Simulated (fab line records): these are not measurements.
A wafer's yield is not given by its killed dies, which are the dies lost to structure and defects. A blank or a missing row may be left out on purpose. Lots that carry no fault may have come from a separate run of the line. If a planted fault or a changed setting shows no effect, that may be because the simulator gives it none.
Struck lot and sound lot, side by side -- flow n5Finfet -- 41 steps out of a route of 1938
Sound: the wafers L930.1, L930.3, L930.5. Struck: wafer L938.3 (left out: L938.2, a lot-mate that was not struck); the cause follows at the end.
Order at every step that has rows: each side's tool, ch and its chambers, its first start. Under that, the readings that differ: sound wafers -- struck wafers -- difference of the means -- sigmas: that difference in standard deviations of wafers without a fault.
alike: readings whose means differ by less than 2 such deviations, and words and numbers that are the same on both sides. not compared: withheld readings, readings that some wafer has no value for, bounds like >300 that may hide the same value, and numbers for which the record gives no deviation and whose values overlap.
Wherever a step has rows on one side only, a row that says differs or no value, or a row with sigmas, the two part there. Non-overlapping numbers with no deviation appear without sigmas and do not part them. Lack of a reading on every wafer of one side parts them only where that side has two or more wafers.

first, 9 steps without rows for these wafers: N5_BEOL_M4_ANNEAL_95 (time 240 s); N5_BEOL_M4_SPUTTER_96 (material Cu, target thk 4.5 nm, time 8.29 s); N5_BEOL_M4_ECD_50 (material Cu, target thk 300 nm); N5_BEOL_M4_ANNEAL_51 (time 90 s); N5_BEOL_M4_CMP_52 (polishes, stops on SiOC, t overpolish 6.8 s, target thk 40 nm); N5_BEOL_M4_PRE_CLEAN_60 (time 15 s); N5_BEOL_M4_CO_CAP_55 (material Co, precursor CCTBA/H2, target thk 2 nm, time 102.1 s); N5_BEOL_M4_PRE_CLEAN_56 (time 15 s); N5_BEOL_M4_DEP_57 (deposits SiCN from 3MS/NH3, target thk 8 nm, time 14 s).
N5_BEOL_M4_RC_MEAS_101:
  sound on prober-02 ch 0, day 8 10:01; struck on prober-02 ch 0, day 9 22:59
  alike: DIBL_N, DIBL_P, IOFF_N, IOFF_P, ION_N, ION_P, SS_N, SS_P, VT_N, VT_P
then, 24 steps without rows for these wafers: N5_BEOL_M5_ILD_DEP_00 (deposits SiCOH lowk from DEMS/porogen, target thk 140.64 nm, time 25.9 s); N5_BEOL_M5_CURE_79 (cures SiCOH lowk, time 240 s); N5_BEOL_M5_PECVD_70 (deposits SiO2 from TEOS/O2, target thk 16 nm, time 18 s); N5_BEOL_M5_HM_DEP_02 (deposits TiN, target thk 20 nm); N5_BEOL_M5_COAT_59 (time 60 s, resist thk 60 nm); N5_BEOL_M5_COAT_60 (time 60 s, resist thk 12 nm); N5_BEOL_M5_COAT_71 (time 60 s, resist thk 5 nm); N5_BEOL_M5_COAT_05 (resist thk 30 nm); N5_BEOL_M5_EBR_07; N5_BEOL_M5_SOFTBAKE_06 (time 60 s); N5_BEOL_M5_EXPOSE_08 (exposes mask M5, target cd 28 nm); N5_BEOL_M5_PEB_09 (peb time 60 s); N5_BEOL_M5_DEVELOP_10 (develop time 30 s); N5_BEOL_M5_DESCUM_16 (chemistry O2, time 7 s); N5_BEOL_M5_ETCH_72 (etches underlayer in N2/H2, target depth 6.5 nm, time 5.2 s); N5_BEOL_M5_ETCH_61 (etches SiARC in CF4, target depth 15.6 nm, time 26 s); N5_BEOL_M5_ETCH_62 (etches SOC in N2/H2, target depth 75 nm, overetch 15 nm, time 112.5 s); N5_BEOL_M5_STRIP_63 (strips in N2/H2); N5_BEOL_M5_STRIP_73 (strips in N2/H2); N5_BEOL_M5_STRIP_64 (strips in CF4); N5_BEOL_M5_HM_OPEN_17 (chemistry Cl2/BCl3, target TiN, target depth 20 nm, overetch 6 nm); N5_BEOL_M5_STRIP_19 (strips in O2); N5_BEOL_M5_COAT_65 (time 60 s, resist thk 60 nm); N5_BEOL_M5_COAT_66 (time 60 s, resist thk 12 nm).
-- here the record skips 3 days between the struck wafers' starts before and after, leaving off in module BEOL_M5 and picking up in module BEOL_M11 (first step shown: number 1554 of the route) --
N5_BEOL_M11_ETCH_62: etches SOC in N2/H2, target depth 110 nm, overetch 22 nm, time 165 s.
  sound on rieDiel-03 ch 0,1,2, day 10 18:40; struck on rieDiel-03 ch 2, day 12 14:02
reading,sound,struck,difference,sigmas
model.etch.depthNm (nm),100.4 100.5 100.3,94.77,-5.63,
model.SiARC_of_BEOL_M11_COAT_60.thkNm (nm),23.6 23.8 23.4,25.4,+1.8,
model.BEOL_M11.cdOffsetNm (nm),-0.4 0 0.2,-0.6,-0.5,
  alike: drypumpMotorCurrentA, oesProductAu, rfFwdPowerW, rfVppV, showerheadPlenumPTorr, throttleValvePct
  not compared: rfHoursCounterH
N5_BEOL_M11_HM_OPEN_17: chemistry Cl2/BCl3, target TiN, target depth 20 nm, overetch 6 nm.
  sound on rieMetal-03 ch 0,1, day 10 18:52; struck on rieMetal-01 ch 0, day 12 14:13
reading,sound,struck,difference,sigmas
oesProductAu (a.u.),0.75 0.75 0.61,0.57,-0.13,-2
model.BEOL_M11.cdOffsetNm (nm),-0.4 0 0,-0.6,-0.5,
  alike: drypumpMotorCurrentA, rfFwdPowerW, throttleValvePct
  not compared: rfHoursCounterH
N5_BEOL_M11_CD_MEAS_18: pitch 140 nm, target cd 70 nm.
  sound on cdSem-03 at day 10 19:02; struck on cdSem-02 at day 12 14:24
  not compared: cdNm
N5_BEOL_M11_VIA_ETCH_34: etches SiCOH lowk in C4F6/O2, target depth 184.5 nm, time 69.2 s.
  sound on rieDiel-01 ch 1,2,3, day 10 19:58; struck on rieDiel-05 ch 0, day 12 16:40
reading,sound,struck,difference,sigmas
oesProductAu (a.u.),0.88 0.72 0.94,0.37,-0.48,-5
  alike: drypumpMotorCurrentA, rfFwdPowerW, rfVppV, showerheadPlenumPTorr, throttleValvePct
  not compared: rfHoursCounterH
N5_BEOL_M11_OCD_MEAS_38:
  sound on ocd-02 at day 10 20:15; struck on ocd-02 at day 12 16:58
reading,sound,struck,difference,sigmas
trenchDepthNm (nm),152.7 149.2 154.4,19.0,-133.1,-53
N5_BEOL_M11_CD_MEAS_35: target cd 70 nm.
  sound on cdSem-03 at day 10 20:25; struck on cdSem-01 at day 12 17:07
  not compared: cdNm
N5_PASSIVATION_PROBE_49:
  only the struck wafers here have rows in the record (prober-02, day 14 06:37); the sound ones have none

== WHERE THEY PART ==
At N5_BEOL_M11_HM_OPEN_17 first; at N5_PASSIVATION_PROBE_49 last (within this record only).

WHY: the cause the simulator had injected
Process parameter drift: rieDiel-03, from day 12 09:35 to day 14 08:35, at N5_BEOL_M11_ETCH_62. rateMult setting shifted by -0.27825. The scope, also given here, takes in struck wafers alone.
